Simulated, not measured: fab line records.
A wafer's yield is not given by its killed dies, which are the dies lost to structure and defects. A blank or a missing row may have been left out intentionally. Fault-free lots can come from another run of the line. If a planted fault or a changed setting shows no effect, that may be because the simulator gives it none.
Which of the tools did it? | flow n5-finfet | Sampling: 10 lots, 30 wafers, 6 of 1938 route steps

WHAT THE GAUGES SHOWED, per wafer
N5_BEOL_M9_INSPECT_13: inspects for defects (brightfield).
lot  | measured     | on                | raw-defect-count
L178 | day 11 00:13 | defect-inspect-02 | 348 324 389
L182 | day 11 02:14 | defect-inspect-02 | 620 541 420
L184 | day 11 20:41 | defect-inspect-02 | 480 349 565
L183 | day 11 20:54 | defect-inspect-02 | 448 406 399
L185 | day 12 06:25 | defect-inspect-02 | 376 376 361
L192 | day 13 18:44 | defect-inspect-01 | 798 809 788
L190 | day 13 19:12 | defect-inspect-01 | 704 818 771
L195 | day 14 14:37 | defect-inspect-02 | 345 275 388
L197 | day 15 09:05 | defect-inspect-02 | 389 387 359
L196 | day 15 09:16 | defect-inspect-02 | 376 249 298

N5_BEOL_M9_INSPECT_30: inspects for defects (brightfield).
lot  | measured     | on                | raw-defect-count
L178 | day 11 01:13 | defect-inspect-02 | 351 332 379
L182 | day 11 03:28 | defect-inspect-01 | 741 635 498
L184 | day 11 23:15 | defect-inspect-02 | 466 346 567
L183 | day 11 23:12 | defect-inspect-01 | 518 437 490
L185 | day 12 08:05 | defect-inspect-02 | 366 351 376
L192 | day 13 19:44 | defect-inspect-01 | 784 791 772
L190 | day 13 20:50 | defect-inspect-02 | 661 736 674
L195 | day 14 15:38 | defect-inspect-01 | 434 372 475
L197 | day 15 12:22 | defect-inspect-02 | 404 372 363
L196 | day 15 12:10 | defect-inspect-01 | 453 267 344

WHICH TOOL RAN EACH LOT (tool, then ch and the chambers of the sampled wafers, then the start)
lot  | N5_BEOL_M8_ALD_77                   | N5_BEOL_M8_SPUTTER_48        | N5_BEOL_M8_DEP_56               | N5_BEOL_M9_PECVD_70
L178 | ald-metal-04 ch 0,1,3, day 10 19:47 | pvd-sputter-03, day 10 21:47 | pecvd-03 ch 1,2, day 10 22:40   | pecvd-04 ch 1,2, day 10 23:26
L182 | ald-metal-01 ch 2,3, day 10 22:55   | pvd-sputter-01, day 10 23:22 | pecvd-04 ch 0,1,2, day 11 00:23 | pecvd-04 ch 0,1, day 11 01:22
L184 | ald-metal-03 ch 0,1,2, day 11 14:46 | pvd-sputter-02, day 11 17:35 | pecvd-03 ch 0,1,2, day 11 18:32 | pecvd-03 ch 0,1,2, day 11 19:18
L183 | ald-metal-04 ch 0,1,2, day 11 14:58 | pvd-sputter-02, day 11 17:46 | pecvd-01 ch 0,1, day 11 18:40   | pecvd-04 ch 1,2, day 11 19:27
L185 | ald-metal-03 ch 0,1,3, day 12 03:08 | pvd-sputter-01, day 12 03:45 | pecvd-04 ch 0,1,2, day 12 04:38 | pecvd-03 ch 0,1,2, day 12 05:23
L192 | ald-metal-04 ch 0,2,3, day 13 14:14 | pvd-sputter-03, day 13 14:46 | pecvd-04 ch 0,1, day 13 15:39   | pecvd-04 ch 0,2, day 13 16:25
L190 | ald-metal-01 ch 0,2,3, day 13 14:15 | pvd-sputter-03, day 13 14:50 | pecvd-01 ch 0,1,2, day 13 16:06 | pecvd-04 ch 0,1,2, day 13 17:26
L195 | ald-metal-03 ch 0,1,3, day 14 09:59 | pvd-sputter-02, day 14 10:52 | pecvd-04 ch 0,1,2, day 14 11:44 | pecvd-02 ch 1,2, day 14 12:30
L197 | ald-metal-04 ch 0,1, day 15 04:58   | pvd-sputter-02, day 15 05:31 | pecvd-01 ch 0,1,2, day 15 06:27 | pecvd-03 ch 0,1,2, day 15 07:13
L196 | ald-metal-04 ch 2,3, day 15 05:31   | pvd-sputter-02, day 15 06:10 | pecvd-03 ch 0,2, day 15 07:04   | pecvd-03 ch 0,1,2, day 15 07:49
- N5_BEOL_M8_ALD_77: deposits TaN, target thk 2 nm, pulse time 2 s, purge time 3 s.
- N5_BEOL_M8_SPUTTER_48: material Cu, target thk 10 nm, time 1.667 s.
- N5_BEOL_M8_DEP_56: deposits SiCN from 3MS/NH3, target thk 10 nm, time 17.5 s.
- N5_BEOL_M9_PECVD_70: deposits SiO2 from TEOS/O2, target thk 20 nm, time 22.7 s.

WHAT THE TOOLS THEMSELVES READ (means of the sampled wafers that have a number; where no wafer has one, the mark that the record gives instead)
N5_BEOL_M8_ALD_77.
lot  | tool         | heater-power-w (W) | mfc-carrier-sccm (sccm)
L178 | ald-metal-04 | 406                | 1502
L182 | ald-metal-01 | 350                | 1496
L184 | ald-metal-03 | 450                | 1501
L183 | ald-metal-04 | 398                | 1498
L185 | ald-metal-03 | 429                | 1502
L192 | ald-metal-04 | 384                | 1500
L190 | ald-metal-01 | 382                | 1497
L195 | ald-metal-03 | 436                | 1501
L197 | ald-metal-04 | 406                | 1506
L196 | ald-metal-04 | 371                | 1501

N5_BEOL_M8_SPUTTER_48.
lot  | tool           | throttle-valve-pct (%)
L178 | pvd-sputter-03 | 29.8
L182 | pvd-sputter-01 | 30.7
L184 | pvd-sputter-02 | 30.0
L183 | pvd-sputter-02 | 30.5
L185 | pvd-sputter-01 | 31.3
L192 | pvd-sputter-03 | 29.3
L190 | pvd-sputter-03 | 29.3
L195 | pvd-sputter-02 | 30.9
L197 | pvd-sputter-02 | 29.7
L196 | pvd-sputter-02 | 29.9

N5_BEOL_M8_DEP_56.
lot  | tool     | showerhead-plenum-p-Torr (Torr) | throttle-valve-pct (%)
L178 | pecvd-03 | 3.670                           | 8.8
L182 | pecvd-04 | 3.664                           | 9.1
L184 | pecvd-03 | 3.671                           | 9.0
L183 | pecvd-01 | 3.659                           | 8.7
L185 | pecvd-04 | 3.667                           | 9.0
L192 | pecvd-04 | 3.652                           | 9.6
L190 | pecvd-01 | 3.672                           | 8.8
L195 | pecvd-04 | 3.671                           | 9.0
L197 | pecvd-01 | 3.668                           | 8.8
L196 | pecvd-03 | 3.661                           | 9.0

N5_BEOL_M9_PECVD_70.
lot  | tool     | heater-power-w (W) | showerhead-plenum-p-Torr (Torr) | throttle-valve-pct (%)
L178 | pecvd-04 | 710                | 8.86                            | 21.4
L182 | pecvd-04 | 647                | 8.73                            | 23.6
L184 | pecvd-03 | 675                | 8.80                            | 22.3
L183 | pecvd-04 | 729                | 8.81                            | 22.9
L185 | pecvd-03 | 695                | 8.80                            | 22.3
L192 | pecvd-04 | 700                | 8.78                            | 21.5
L190 | pecvd-04 | 713                | 8.80                            | 22.3
L195 | pecvd-02 | 642                | 8.81                            | 22.4
L197 | pecvd-03 | 675                | 8.81                            | 22.5
L196 | pecvd-03 | 677                | 8.81                            | 22.3

THE ANSWER, worked out from the rows above alone
Rule: what is usual is taken from the lots themselves. Put in order of their means at a reading, lots are off if they are a third of the lots or fewer, leave a main group of 4 or more, and stand apart from it by a gap of 3 or more times the standard deviation of the main group's means; of several such gaps the widest counts. If all means in a main group match to the digits the tables above print for the reading, that group is not used. Also off: a lot with no number at a reading for which 4 or more lots have one. Any other lot the step has rows for is counted as sound. The gauges are gone through in route order, then the tools' own readings, and for those a lot's mean is taken as printed above. The first step at which some lot is off is used, and at that step the reading that is off furthest; a lot without a number counts as furthest.
Off: L192, L190 (N5_BEOL_M9_INSPECT_13, raw-defect-count). The main group has a mean of 394 with a standard deviation of 68.
If a tool, at a process step before that reading, ran all the lots that are off and no sound lot after the first of them, it fits. Gauges at N5_BEOL_M9_INSPECT_13: tried the same way as those tools. Can't be told from this: 3 tools fit, pvd-sputter-03 at N5_BEOL_M8_SPUTTER_48, pecvd-04 at N5_BEOL_M9_PECVD_70, defect-inspect-01 at N5_BEOL_M9_INSPECT_13.

WHAT HAD BEEN PUT IN BY THE SIMULATOR
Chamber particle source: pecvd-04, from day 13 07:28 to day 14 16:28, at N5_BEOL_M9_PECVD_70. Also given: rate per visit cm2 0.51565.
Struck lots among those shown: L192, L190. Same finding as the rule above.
